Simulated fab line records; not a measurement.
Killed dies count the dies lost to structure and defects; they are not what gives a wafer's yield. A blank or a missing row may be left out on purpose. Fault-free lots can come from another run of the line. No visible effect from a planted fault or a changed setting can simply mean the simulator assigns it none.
Comparing a struck lot with a sound one :: flow n5 finfet :: 37 steps out of a route of 1938
Sound: wafers L833.2, L833.5, L833.6. Wafers struck: L841.2, L841.3, L841.6. The cause is named last.
Per side, at each step with rows, come the tool, then ch with its chambers, and then its first start. Under that, the readings that differ: sound wafers :: struck wafers :: difference of the means :: sigmas: that difference in standard deviations of wafers without a fault.
alike: readings whose means differ by less than 2 such deviations, and words and numbers that are the same on both sides. not compared: withheld readings, readings that some wafer has no value for, bounds like >300 that may hide the same value, and numbers for which the record gives no deviation and whose values overlap.
The two part at a step that has a row with sigmas, a row that says differs or no value, or rows on one side only. Numbers that don't overlap but have no deviation are shown without sigmas and don't part them. A reading that every wafer of one side lacks parts them only if that side has two wafers or more.

first, 9 steps without rows for these wafers: N5_BEOL_M4_ANNEAL_95 (time 240 s); N5_BEOL_M4_SPUTTER_96 (material Cu, target thk 4.5 nm, time 8.29 s); N5_BEOL_M4_ECD_50 (material Cu, target thk 300 nm); N5_BEOL_M4_ANNEAL_51 (time 90 s); N5_BEOL_M4_CMP_52 (polishes, stops on SiOC, t overpolish 6.8 s, target thk 40 nm); N5_BEOL_M4_PRE_CLEAN_60 (time 15 s); N5_BEOL_M4_CO_CAP_55 (material Co, precursor CCTBA/H2, target thk 2 nm, time 102.1 s); N5_BEOL_M4_PRE_CLEAN_56 (time 15 s); N5_BEOL_M4_DEP_57 (deposits SiCN from 3MS/NH3, target thk 8 nm, time 14 s).
N5_BEOL_M4_RC_MEAS_101:
  sound on prober-02 ch 0, day 11 17:29; struck on prober-02 ch 0, day 14 08:26
  alike: DIBL_N, DIBL_P, IOFF_N, IOFF_P, ION_N, ION_P, SS_N, SS_P, VT_N, VT_P
then, 24 steps without rows for these wafers: N5_BEOL_M5_ILD_DEP_00 (deposits SiCOH lowk from DEMS/porogen, target thk 140.64 nm, time 25.9 s); N5_BEOL_M5_CURE_79 (cures SiCOH lowk, time 240 s); N5_BEOL_M5_PECVD_70 (deposits SiO2 from TEOS/O2, target thk 16 nm, time 18 s); N5_BEOL_M5_HM_DEP_02 (deposits TiN, target thk 20 nm); N5_BEOL_M5_COAT_59 (time 60 s, resist thk 60 nm); N5_BEOL_M5_COAT_60 (time 60 s, resist thk 12 nm); N5_BEOL_M5_COAT_71 (time 60 s, resist thk 5 nm); N5_BEOL_M5_COAT_05 (resist thk 30 nm); N5_BEOL_M5_EBR_07; N5_BEOL_M5_SOFTBAKE_06 (time 60 s); N5_BEOL_M5_EXPOSE_08 (exposes mask M5, target cd 28 nm); N5_BEOL_M5_PEB_09 (peb time 60 s); N5_BEOL_M5_DEVELOP_10 (develop time 30 s); N5_BEOL_M5_DESCUM_16 (chemistry O2, time 7 s); N5_BEOL_M5_ETCH_72 (etches underlayer in N2/H2, target depth 6.5 nm, time 5.2 s); N5_BEOL_M5_ETCH_61 (etches SiARC in CF4, target depth 15.6 nm, time 26 s); N5_BEOL_M5_ETCH_62 (etches SOC in N2/H2, target depth 75 nm, overetch 15 nm, time 112.5 s); N5_BEOL_M5_STRIP_63 (strips in N2/H2); N5_BEOL_M5_STRIP_73 (strips in N2/H2); N5_BEOL_M5_STRIP_64 (strips in CF4); N5_BEOL_M5_HM_OPEN_17 (chemistry Cl2/BCl3, target TiN, target depth 20 nm, overetch 6 nm); N5_BEOL_M5_STRIP_19 (strips in O2); N5_BEOL_M5_COAT_65 (time 60 s, resist thk 60 nm); N5_BEOL_M5_COAT_66 (time 60 s, resist thk 12 nm).
-- a jump in the record: the struck wafers' starts before and after are 4 days apart (it breaks off in module BEOL_M5 and resumes in module BEOL_M13, where the first step shown is number 1705 of the route) --
N5_BEOL_M13_SPUTTER_43: material TaN, target thk 15 nm, time 24.19 s.
  sound on pvd sputter-03 at day 14 20:12; struck on pvd sputter-02 at day 17 21:22
  no value came back on the struck wafers for bias v (V), cathode dc power W (W), throttle valve pct (%); on the sound wafers bias v (V) reads 169.1 168.1 170.4
N5_BEOL_M13_CMP_49: polishes, stops on SiOC, t overpolish 17.1 s, target thk 420 nm.
  sound on cmp-04 ch 0,1, day 14 21:08; struck on cmp-04 ch 1,3, day 18 00:43
reading: barrier field endpoint s (s)
sound: 30.0 29.4 29.8
struck: 12.0 12.1 12.1
difference: -17.7
sigmas: -28

reading: model.Cu_of_BEOL_M13_ECD_47.thk nm (nm)
sound: 412.4 415.8 425
struck: 427.6 434 436.4
difference: +14.9
sigmas: 
  alike: motor current A, slurry flow ml min
N5_PASSIVATION_PROBE_49:
  record: rows for the struck wafers here (prober-02, day 19 07:35), none for the sound ones

== WHERE THEY PART ==
Last at N5_PASSIVATION_PROBE_49 as far as this record goes, first at N5_BEOL_M13_SPUTTER_43.

WHY: whatever the simulator had introduced
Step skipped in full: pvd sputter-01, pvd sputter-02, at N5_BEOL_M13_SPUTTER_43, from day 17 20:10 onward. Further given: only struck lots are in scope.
